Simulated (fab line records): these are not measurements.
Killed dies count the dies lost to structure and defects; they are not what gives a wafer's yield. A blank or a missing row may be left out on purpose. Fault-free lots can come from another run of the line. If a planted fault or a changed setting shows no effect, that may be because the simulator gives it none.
fab line records	flow n5Finfet
[record] lots = 6	wafers = 18	lastDay = 17
route steps=1938 shown MIM_BOT_LITHO@1858 MIM_BOT_ETCH@1866 PASS1_CAP@1873 TV_LITHO@1875 PASSIVATION@1936
lots that met no fault: from a run of the same line without faults
startH: hours from the record's opening day to when the first of the lot's shown wafers began	waitH: hours from the lot's prior step to this one	" the same as in the row above	L1.1+2: a single row standing in for several wafers	- no value present, or no start provided	* or withheld: withheld	< > ~ a bound
route shown NAME@n: names a module that has steps shown in the file, with the first one's number in the route	usual: mean/standard deviation taken from wafers without a fault	same: alike in all rows	chamber/n: place in a boat	sites: per-site readings	_std_site: standard deviation of those values	_edge_site: mean of outer sites minus mean of inner sites	radiusMm: how far each site lies from the wafer's centre	mask NAME#n: copy n	behind: the last tool/chamber to shape the wafer	hold: why the lot went on hold/how many hours it stayed there/how the hold came to an end	device: the n, p or np transistor that did not switch	end of line: the route-end tests of the same wafers	a step with no rows: only its recipe	killed: the dies lost at the first sort to structure and to defects; this is not the yield of the wafer	map: a wafer's dies, x killed, . not, _ none there
set.NAME: the setting the step ran with; set.NAME@STEP: the setting that earlier step ran with	model.NAME: the simulator's own value behind a step, which no gauge read
a table for each step, a row for each wafer; lots at some steps of the route
services: from which hour (startH, from the record's first day; less than 0 if before it) a tool's chamber was out of use, for how many hours, and why
[[steps]]
[step N5_MIM_BOT_LITHO_EXPOSE_05]
[recipe] maskId = MIM_BOT	na = 0.55	sourceShape = conventional	sigmaOuter = 0.8	polarization = unpolarized	doseMj = 24.25
[step N5_MIM_BOT_LITHO_PEB_06]
[recipe] pebTempC = withheld	pebTimeS = *
[step N5_MIM_BOT_LITHO_DEVELOP_07]
[recipe] developTimeS = 60	rinseLiquid = diw	dry = airSpin	devTempC = 21
[step N5_MIM_BOT_LITHO_HARDBAKE_09]
[recipe] tempC = 130	timeS = 120
[step N5_MIM_BOT_LITHO_CD_MEAS_08]
[recipe] targetCdNm = 3000	landingEnergyEv = 500	detector = seInlens	polarity = opening
[usual] cdNm = 3000.0/1.3
lot.wafer	tool	chamber	startH	waitH	cdNm
L519.1	cdSem-03	0	277.99	-	3000.5
L519.2	"	0	"	"	2999.5
L519.4	"	0	"	"	2998.9
L523.1	cdSem-01	0	295.31	-	3000.4
L523.2	"	0	"	"	3000.1
L523.6	"	0	"	"	3001.1
L532.2	cdSem-02	0	356.81	-	3000.6
L532.3	"	0	"	"	3000.2
L532.5	"	0	"	"	2999.8
L534.4	cdSem-01	0	361.36	-	2999.6
L534.5	"	0	"	"	3001.2
L534.6	"	0	"	"	3001.0
L537.2	cdSem-02	0	387.81	-	2998.9
L537.5	"	0	"	"	2997.5
L537.6	"	0	"	"	2999.1
L539.2	cdSem-02	0	401.29	-	2999.1
L539.4	"	0	"	"	2998.8
L539.5	"	0	"	"	3000.2
[step N5_MIM_BOT_LITHO_OVL_MEAS_11]
[recipe] pointsPerWafer = 44
[usual] MIM_BOT_OVL = 1/5.2
lot.wafer	tool	chamber	startH	waitH	MIM_BOT_OVL[nm]
L519.1	overlay-01	0	278.02	0.0	13
L519.2	"	0	"	"	6
L519.4	"	0	"	"	0
L523.1	overlay-02	0	295.34	0.0	0
L523.2	"	0	"	"	-5
L523.6	"	0	"	"	-2
L532.2	overlay-02	0	356.84	0.0	0
L532.3	"	0	"	"	1
L532.5	"	0	"	"	-3
L534.4	overlay-01	0	361.39	0.0	1
L534.5	"	0	"	"	6
L534.6	"	0	"	"	6
L537.2	overlay-01	0	387.83	0.0	5
L537.5	"	0	"	"	-3
L537.6	"	0	"	"	8
L539.2	overlay-02	0	401.32	0.0	-1
L539.4	"	0	"	"	-5
L539.5	"	0	"	"	2
[step N5_MIM_BOT_LITHO_INSPECT_12]
[recipe] mode = adi	inspectInstrument = macro
[usual] rawDefectCount = 2.1/1.5
lot.wafer	tool	chamber	startH	waitH	rawDefectCount
L519.1	defectInspect-02	-	278.04	0.0	1
L519.2	"	-	"	"	2
L519.4	"	-	"	"	2
L523.1	defectInspect-02	-	295.36	0.0	6
L523.2	"	-	"	"	0
L523.6	"	-	"	"	0
L532.2	defectInspect-02	-	356.87	0.0	2
L532.3	"	-	"	"	3
L532.5	"	-	"	"	1
L534.4	defectInspect-02	-	361.41	0.0	4
L534.5	"	-	"	"	0
L534.6	"	-	"	"	2
L537.2	defectInspect-01	-	387.86	0.0	1
L537.5	"	-	"	"	3
L537.6	"	-	"	"	2
L539.2	defectInspect-02	-	401.34	0.0	3
L539.4	"	-	"	"	2
L539.5	"	-	"	"	4
[step N5_MIM_BOT_LITHO_DESCUM_10]
[recipe] chemistry = O2	timeS = 7.9	sourcePowerW = 50	biasPowerW = 20	pressureMtorr = 20	rfFrequencyHz = 2.712e+07	tempC = 40	o2FlowSccm = 225
[step N5_MIM_BOT_ETCH_ETCH_04]
[recipe] chemistry = CF4/O2	target = SiNx	targetDepthA = 260	timeS = 13	ionEnergyEv = 100	pressureMtorr = 40	sourceW = 535	biasW = 49	Ar_flow_sccm = 100	cf4FlowSccm = 100	O2_flow_sccm = 10
[usual] O2_flow_sccm = 9.997/0.03	drypumpMotorCurrentA = 5.8/0.4	oesProductAu = 0.79/0.072	rfVppV = 241.6/2.1	showerheadPlenumPTorr = 2.24/0.064	throttleValvePct = 15.85/0.25
lot.wafer	tool	chamber	startH	waitH	O2_flow_sccm	drypumpMotorCurrentA	oesProductAu	rfHoursCounterH	rfVppV	showerheadPlenumPTorr	throttleValvePct
L519.1	rieDiel-06	0	278.14	0.0	9.960	5.9	0.71	189	237.4	2.19	15.89
L519.2	"	2	"	"	10.005	5.6	0.73	189	239.5	2.11	16.10
L519.4	"	3	"	"	9.965	6.6	0.96	9	241.5	2.34	15.33
L523.1	rieDiel-05	1	295.46	0.0	9.965	5.6	0.71	183	243.8	2.28	15.89
L523.2	"	0	"	"	10.008	5.1	0.83	62	242.0	2.32	16.01
L523.6	"	0	"	"	9.977	5.1	0.83	-	240.6	2.32	15.98
L532.2	rieDiel-06	1	357.05	0.0	9.995	6.4	0.80	122	240.5	2.31	15.98
L532.3	"	3	"	"	10.003	6.6	0.89	35	244.0	2.33	15.36
L532.5	"	3	"	"	10.025	6.6	0.89	-	243.6	2.33	15.37
L534.4	rieDiel-06	1	361.58	0.0	10.027	6.4	0.79	124	240.0	2.30	16.00
L534.5	"	2	"	"	9.959	5.6	0.72	-	238.6	2.10	16.14
L534.6	"	3	"	"	9.926	6.6	0.89	-	241.8	2.33	15.37
L537.2	rieDiel-05	1	387.96	0.0	9.993	5.6	0.67	224	243.5	2.27	15.97
L537.5	"	1	"	"	10.004	5.7	0.67	-	242.9	2.27	15.99
L537.6	"	0	"	"	10.023	5.1	0.79	-	241.4	2.31	16.06
L539.2	rieDiel-05	0	401.48	0.1	9.985	5.1	0.78	102	237.9	2.31	16.07
L539.4	"	1	"	"	9.999	5.7	0.66	-	242.8	2.27	15.98
L539.5	"	0	"	"	9.935	5.1	0.78	-	240.9	2.31	16.06
[step N5_MIM_BOT_ETCH_ETCH_03]
[recipe] chemistry = Cl2/BCl3	targetDepthA = 120	pressureMtorr = 8	icpW = 800	biasW = 100	Cl2_flow_sccm = 20	bcl3FlowSccm = 80
[step N5_MIM_BOT_ETCH_ETCH_00]
[recipe] chemistry = Cl2/BCl3	target = TiN	targetDepthA = 455	ionEnergyEv = 150	pressureMtorr = 10	icpW = 1000	biasW = 126	Cl2_flow_sccm = 53.25	bcl3FlowSccm = 21.75	Ar_flow_sccm = 25
[usual] drypumpMotorCurrentA = 5.8/0.46	oesProductAu = 0.72/0.087	throttleValvePct = 22.13/0.18
lot.wafer	tool	chamber	startH	waitH	drypumpMotorCurrentA	oesProductAu	rfHoursCounterH	throttleValvePct
L519.1	rieMetal-03	0	278.32	0.1	6.1	0.76	54	22.33
L519.2	"	1	"	"	6.0	0.87	11	22.11
L519.4	"	0	"	"	6.1	0.76	-	22.32
L523.1	rieMetal-03	0	295.64	0.1	6.1	0.76	56	22.32
L523.2	"	1	"	"	6.0	0.87	13	22.08
L523.6	"	1	"	"	6.0	0.86	-	22.09
L532.2	rieMetal-01	0	357.23	0.1	5.0	0.70	71	21.99
L532.3	"	1	"	"	6.0	0.67	-	22.03
L532.5	"	0	"	"	5.0	0.69	-	21.97
L534.4	rieMetal-02	0	361.97	0.2	6.0	0.63	-	22.13
L534.5	"	0	"	"	6.0	0.63	-	22.14
L534.6	"	0	"	"	6.0	0.63	-	22.15
L537.2	rieMetal-03	0	388.14	0.1	6.1	0.74	64	22.31
L537.5	"	1	"	"	6.0	0.83	-	22.12
L537.6	"	0	"	"	6.1	0.75	-	22.31
L539.2	rieMetal-01	0	401.82	0.2	5.0	0.69	-	21.99
L539.4	"	0	"	"	5.0	0.69	-	21.97
L539.5	"	0	"	"	5.0	0.68	-	22.01
[step N5_MIM_BOT_ETCH_STRIP_01]
[recipe] chemistry = O2	powerW = 600	tempC = 60	pressureMtorr = 30	rfFrequencyHz = 6e+07	biasPowerW = 0	overashFraction = 0.5	o2FlowSccm = 225
[usual] drypumpMotorCurrentA = 5.8/0.35	oesProductAu = 0.80/0.069	rfVppV = 3.6/1.3	showerheadPlenumPTorr = 2.12/0.057	throttleValvePct = 16.53/0.25
lot.wafer	tool	chamber	startH	waitH	drypumpMotorCurrentA	oesProductAu	rfHoursCounterH	rfVppV	showerheadPlenumPTorr	throttleValvePct
L519.1	rieDiel-04	3	278.62	0.3	5.6	0.88	43	3.7	2.13	16.32
L519.2	"	2	"	"	6.0	0.77	126	3.9	2.11	16.90
L519.4	"	0	"	"	5.4	0.82	84	4.6	2.12	16.62
L523.1	rieDiel-05	2	295.78	0.1	5.8	0.85	69	7.3	2.13	16.16
L523.2	"	1	"	"	5.7	0.70	183	2.9	2.17	16.54
L523.6	"	0	"	"	5.0	0.83	-	3.1	2.22	16.68
L532.2	rieDiel-04	1	357.37	0.1	6.0	0.79	123	3.9	2.10	16.36
L532.3	"	0	"	"	5.5	0.82	112	1.3	2.11	16.69
L532.5	"	3	"	"	5.6	0.82	-	3.4	2.12	16.39
L534.4	rieDiel-04	3	362.24	0.2	5.6	0.84	-	4.3	2.12	16.38
L534.5	"	2	"	"	6.0	0.74	-	3.2	2.10	16.94
L534.6	"	1	"	"	6.0	0.76	-	3.6	2.10	16.40
L537.2	rieDiel-04	1	388.35	0.2	6.0	0.77	138	3.0	2.10	16.40
L537.5	"	3	"	"	5.6	0.81	-	4.9	2.12	16.38
L537.6	"	1	"	"	6.0	0.74	-	3.3	2.10	16.41
L539.2	rieDiel-05	0	402.04	0.2	5.1	0.78	102	2.8	2.20	16.74
L539.4	"	0	"	"	5.0	0.78	-	0.8	2.20	16.76
L539.5	"	2	"	"	5.8	0.81	-	4.0	2.11	16.28
[step N5_MIM_BOT_ETCH_STRIP_02]
[recipe] chemistry = postEtchResidueRemover	timeS = 1200	tempC = 72.5
lot.wafer	tool	chamber	startH	waitH
L519.1+2+4	wetBench-05	5,7,3	278.69	-
L523.1+2+6	wetBench-03	1,2,4	295.85	-
L532.2+3+5	wetBench-03	3,2,6	357.45	-
L534.4+5+6	wetBench-03	2,5,1	362.29	-
L537.2+5+6	wetBench-05	7,4,0	388.41	-
L539.2+4+5	wetBench-06	5,4,2	402.11	-
[step N5_MIM_BOT_ETCH_CLEAN_05]
[recipe] chemistry = IPA	timeS = 180	tempC = 25
[step N5_MIM_BOT_ETCH_SRD_06]
[recipe] dry = ipaMarangoni	timeS = 30	tempC = 23	rinseLiquid = diw
[step N5_PASSIVATION_PECVD_55]
[recipe] material = SiO2	targetThkA = 4000	tempC = 400	precursor = SiH4/N2O	pressureTorr = 2.7	rfW = 608	timeS = 22.5
[usual] heaterPowerW = 655/68	showerheadPlenumPTorr = 8.23/0.055	throttleValvePct = 50.5/2.1
lot.wafer	tool	chamber	startH	waitH	heaterPowerW	showerheadPlenumPTorr	throttleValvePct
L519.1	pecvd-01	0	279.16	0.0	617	8.24	54.9
L519.2	"	1	"	"	599	8.19	50.7
L519.4	"	2	"	"	547	8.16	49.5
L523.1	pecvd-01	2	296.31	0.1	677	8.17	50.0
L523.2	"	2	"	"	538	8.19	49.7
L523.6	"	2	"	"	653	8.17	49.8
L532.2	pecvd-04	2	357.88	0.0	569	8.22	49.4
L532.3	"	1	"	"	723	8.18	47.3
L532.5	"	0	"	"	741	8.31	51.2
L534.4	pecvd-01	0	362.74	0.0	720	8.23	55.1
L534.5	"	2	"	"	660	8.16	49.8
L534.6	"	1	"	"	624	8.18	50.5
L537.2	pecvd-01	1	388.85	0.0	639	8.19	50.6
L537.5	"	1	"	"	631	8.18	50.6
L537.6	"	2	"	"	652	8.16	50.2
L539.2	pecvd-03	2	402.54	0.0	692	8.24	49.5
L539.4	"	0	"	"	663	8.32	49.2
L539.5	"	2	"	"	745	8.24	50.0
[step N5_PASSIVATION_PECVD_01]
[recipe] material = SiNx	targetThkA = 2000	tempC = 400	precursor = SiH4/NH3/N2	pressureTorr = 4.9	rfW = 1406	timeS = 43.2
[usual] heaterPowerW = 379/74	showerheadPlenumPTorr = 8.72/0.038	throttleValvePct = 28.6/1.1
lot.wafer	tool	chamber	startH	waitH	heaterPowerW	showerheadPlenumPTorr	throttleValvePct
L519.1	pecvd-01	0	279.19	0.0	457	8.74	30.9
L519.2	"	1	"	"	252	8.72	28.3
L519.4	"	2	"	"	403	8.69	28.1
L523.1	pecvd-01	2	296.41	0.1	410	8.69	28.1
L523.2	"	2	"	"	269	8.69	28.1
L523.6	"	2	"	"	328	8.68	27.9
L532.2	pecvd-04	2	357.91	0.0	239	8.69	28.1
L532.3	"	1	"	"	492	8.69	26.9
L532.5	"	0	"	"	424	8.75	29.0
L534.4	pecvd-01	0	362.78	0.0	303	8.73	31.1
L534.5	"	2	"	"	385	8.66	28.3
L534.6	"	1	"	"	355	8.69	28.5
L537.2	pecvd-01	1	388.88	0.0	370	8.71	28.7
L537.5	"	1	"	"	235	8.68	28.6
L537.6	"	2	"	"	402	8.65	28.3
L539.2	pecvd-03	2	402.59	0.0	521	8.73	28.3
L539.4	"	0	"	"	416	8.79	27.8
L539.5	"	2	"	"	548	8.73	28.3
[step N5_PASSIVATION_HMDS_03]
[recipe] timeS = 60	tempC = 120
[step N5_PASSIVATION_COAT_04]
[recipe] spinRpm = *	resistThkNm = *
[step N5_PASSIVATION_EBR_06]
[recipe] solvent = PGMEA	ebrWidthMm = 1.5
[step N5_PASSIVATION_SOFTBAKE_05]
[recipe] tempC = 100	timeS = 90
[step N5_PASSIVATION_EXPOSE_07]
[recipe] maskId = TV	na = 0.55	sourceShape = conventional	sigmaOuter = 0.8	polarization = unpolarized	defocusNm = 0	targetCdNm = 3000	doseMj = 22.75
[step N5_PASSIVATION_PEB_08]
[recipe] pebTempC = withheld	pebTimeS = *
[step N5_PASSIVATION_DEVELOP_09]
[recipe] developTimeS = 60	rinseLiquid = diw	dry = airSpin	devTempC = 21
[step N5_PASSIVATION_HARDBAKE_11]
[recipe] tempC = 130	timeS = 120
[step N5_PASSIVATION_CD_MEAS_10]
[recipe] targetCdNm = 3000	landingEnergyEv = 500	detector = seInlens
[usual] cdNm = 3000.5/1.3
lot.wafer	tool	chamber	startH	waitH	cdNm
L519.1	cdSem-03	0	279.68	-	3002.7
L519.2	"	0	"	"	3001.5
L519.4	"	0	"	"	2999.1
L523.1	cdSem-03	0	300.00	-	2998.8
L523.2	"	0	"	"	2998.3
L523.6	"	0	"	"	2997.7
L532.2	cdSem-02	0	359.72	-	3002.8
L532.3	"	0	"	"	3001.0
L532.5	"	0	"	"	3001.4
L534.4	cdSem-03	0	364.79	-	3001.5
L534.5	"	0	"	"	2999.1
L534.6	"	0	"	"	3000.1
L537.2	cdSem-03	0	393.87	-	2998.6
L537.5	"	0	"	"	2999.9
L537.6	"	0	"	"	2999.8
L539.2	cdSem-01	0	403.50	-	2998.9
L539.4	"	0	"	"	2999.3
L539.5	"	0	"	"	2998.4
[step N5_PASSIVATION_OVL_MEAS_60]
[recipe] pointsPerWafer = 44
[usual] TV_OVL = -2/5.2
lot.wafer	tool	chamber	startH	waitH	TV_OVL[nm]
L519.1	overlay-01	0	279.71	0.0	-13
L519.2	"	0	"	"	-4
L519.4	"	0	"	"	-10
L523.1	overlay-02	0	300.04	0.0	4
L523.2	"	0	"	"	-3
L523.6	"	0	"	"	4
L532.2	overlay-01	0	359.75	0.0	-14
L532.3	"	0	"	"	-11
L532.5	"	0	"	"	-7
L534.4	overlay-01	0	364.81	0.0	-3
L534.5	"	0	"	"	-10
L534.6	"	0	"	"	-6
L537.2	overlay-01	0	393.89	0.0	0
L537.5	"	0	"	"	3
L537.6	"	0	"	"	4
L539.2	overlay-02	0	403.53	0.0	4
L539.4	"	0	"	"	5
L539.5	"	0	"	"	-1
[step N5_PASSIVATION_INSPECT_61]
[recipe] mode = adi	inspectInstrument = macro
[usual] rawDefectCount = 2.0/1.3
lot.wafer	tool	chamber	startH	waitH	rawDefectCount
L519.1	defectInspect-02	-	279.73	0.0	2
L519.2	"	-	"	"	1
L519.4	"	-	"	"	2
L523.1	defectInspect-02	-	300.06	0.0	0
L523.2	"	-	"	"	1
L523.6	"	-	"	"	3
L532.2	defectInspect-01	-	359.77	0.0	2
L532.3	"	-	"	"	>300
L532.5	"	-	"	"	1
L534.4	defectInspect-02	-	364.84	0.0	>300
L534.5	"	-	"	"	2
L534.6	"	-	"	"	2
L537.2	defectInspect-01	-	393.92	0.0	1
L537.5	"	-	"	"	2
L537.6	"	-	"	"	2
L539.2	defectInspect-02	-	403.55	0.0	4
L539.4	"	-	"	"	2
L539.5	"	-	"	"	4
[step N5_PASSIVATION_DESCUM_12]
[recipe] chemistry = O2	timeS = 7.9	sourcePowerW = 50	biasPowerW = 20	pressureMtorr = 20	rfFrequencyHz = 2.712e+07	tempC = 40	o2FlowSccm = 225
[step N5_PASSIVATION_PROBE_49]
[usual] defectLimitedYield = 91.3/1.4	killed_at_M0_to_M3 = 34/10	killed_at_M4_up = 13/4.8	killedAtContacts = 12/6.1	killedAtFrontEnd = 40/11	killedAtOther = 3.7/2.8	killedDies = 103/16	killedOnRim = 13/3.6	killedOpen = 67/12	killedShort = 34/7.4	sort_bin_5_function = 5.1/0.95	sort_bin_6_memory = 3.2/0.62	sortNPass = 1077/16	sortYieldPct = 91.3/1.4
[same] grossDies = 1180	killedAtBackSide = 0	sort_bin_4_leakage[%] = 0	sort_bin_8_speed[%] = 0
lot.wafer	tool	chamber	startH	waitH	defectLimitedYield[%]	killed_at_M0_to_M3	killed_at_M4_up	killedAtContacts	killedAtFrontEnd	killedAtOther	killedDies	killedOnRim	killedOpen	killedShort	sort_bin_5_function[%]	sort_bin_6_memory[%]	sortNPass	sortYieldPct[%]
L532.3	prober-01	-	368.72	0.1	86.5	15	7	4	35	98	159	27	48	15	8.6	3.1	1021	86.5
L534.4	prober-01	-	371.91	0.2	85.0	40	10	9	30	88	177	24	60	28	9.6	3.8	1003	85.0
// killed by level:class
L532.3 MIM_BOT_ETCH:unspecified=94 FIN_SAQP:geometricParticle:open=11 STI_FIN_REVEAL:geometricParticle:open=6 DUMMY_GATE:geometricParticle:open=5 MOL_CONTACT_COAG:geometricParticle:open=4 BEOL_M2:geometricParticle:open=4 BEOL_M3:geometricParticle:open=3 FIN_SAQP:geometricParticle:short=2
L534.4 MIM_BOT_ETCH:unspecified=88 BEOL_M2:geometricParticle:open=9 BEOL_M0_SAQP:geometricParticle:short=8 MOL_CONTACT_COAG:geometricParticle:open=7 FIN_SAQP:geometricParticle:open=6 BEOL_M0_SAQP:geometricParticle:open=6 BEOL_M0:geometricParticle:open=5 STI_FIN_REVEAL:geometricParticle:open=4
// map L532.3 (x killed, . not)
_________________..........xx________________
______________............xxxxxx_____________
___________..x...........xx.xxxxxxx__________
__________.......xx...xx..xxxxxxxxxx_________
________................xxxxxxxxxxxxxx_______
_______......x........x..xxxxxxxxxxxxxx______
______.....x............xx.xxxxxxxxxxxx._____
_____..........x..........xxxxxxxxxxx....____
____........................x.xxxxxxx...x.___
___........x..............x...xx.x..x......__
___x...................x.....x........x...x__
__......x.........x.............x..........._
__.........................................._
_.......x.......x..x....x..........x.........
_...............................x............
_........x......x........x...................
_..........................x.................
_................................x..x........
_..x.............................x...........
_.........x...x..x.......x...................
_...........x............xx..................
__......x...........x......................._
__.x........................................_
___.....................x..................__
___...........x.........x..........x.......__
____....x......................x..........___
_____.x...........xxx..x.................____
______......x.........x.x..............._____
_______................x...............______
________.............................._______
__________...............x.........._________
___________.......x.x..............__________
______________.x....xx.........._____________
_________________.x......x...________________
// map L534.4 (x killed, . not)
_________________..........xx________________
______________.............xxxxx_____________
___________.x...x..........xxxxxxxx__________
__________......x....xx.xxxxxxxxxxxx_________
________.......x....x..xxxx.xxxxxxxxxx_______
_______...x...x..........xxxxxxxxxxxx..______
______...............x...xx.xxxxxxxxxx.._____
_____...x.............x..x.xxxxxxxxx.....____
____...x....x...............xx.xxxxx..x...___
___...x.x..x.......x.......xxxxxx....x.....__
___.............x..........................__
__...............x..........x......x........_
__.............................x........x..._
_......x............xxx......x...............
_.x..x......x...........x.......x.x..x.x.x...
_........x......x..............x.....x.....x.
_..x.........................................
_.......x................x...............x...
_x...........................................
_....................x......................x
_................x..................x......x.
__..x..........x..........................x._
__.......xxx..x..x.....x.....x............x._
___............x...........................__
___x.x.....x...........x................x..__
____...........x...............x..........___
_____.................x.........x........____
______.x..x...x........................._____
_______................................______
________....xx.................x......_______
__________...x..........x.......x..._________
___________........x........x......__________
______________.................._____________
_________________..x.x.......________________
[[services]]
tool	chamber	startH	hours	kind
rieMetal-03	0	265.79	4.4	repair
pecvd-03	-	268.76	0.7	repair
pecvd-03	-	270.53	0.7	repair
pecvd-03	2	273.06	3.7	repair
pecvd-01	1	289.93	18.0	repair
pecvd-01	0	293.05	6.1	repair
pecvd-03	-	307.08	2.8	pm
rieMetal-03	-	313.19	2.8	pm
rieDiel-04	0	314.36	2.7	repair
pecvd-03	0	315.04	5.0	scheduledDown
pecvd-01	2	315.64	3.9	repair
pecvd-01	-	318.23	0.4	repair
pecvd-01	2	320.63	5.5	scheduledDown
rieMetal-01	-	321.67	1.0	repair
rieDiel-05	0	344.58	14.1	repair
rieDiel-04	-	351.06	0.5	repair
rieDiel-04	0	359.64	29.0	repair
rieDiel-05	3	360.97	47.8	repair
rieDiel-05	-	365.03	0.5	repair
rieDiel-06	-	376.19	2.8	pm
wetBench-06	-	396.21	1.4	repair
rieDiel-05	2	398.79	3.2	repair
rieMetal-01	-	399.54	2.0	repair
pecvd-04	-	400.40	1.1	repair
[[key]]
[firstSign] step = N5_PASSIVATION_INSPECT_61	reading = rawDefectCount	direction = up	sigmas = 99+	usual = 2.0	struck = >300
[effect] step = N5_PASSIVATION_PROBE_49	reading = killedAtOther	direction = up	sigmas = 32	usual = 3.7	struck = 93
[moreKillsBornAt] N5_MIM_BOT_ETCH_STRIP_02@wetBench-03 = 182
metAt N5_MIM_BOT_ETCH_STRIP_02
struckWafers L532.3,L534.4
onsetBetween 295.85 357.45
[fault] kind = chamberParticleSource	tool = wetBench-03	chamber = 2	onsetH = 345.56	steps = N5_MIM_BOT_ETCH_STRIP_02	ratePerVisitCm2 = 0.61287	endH = 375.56
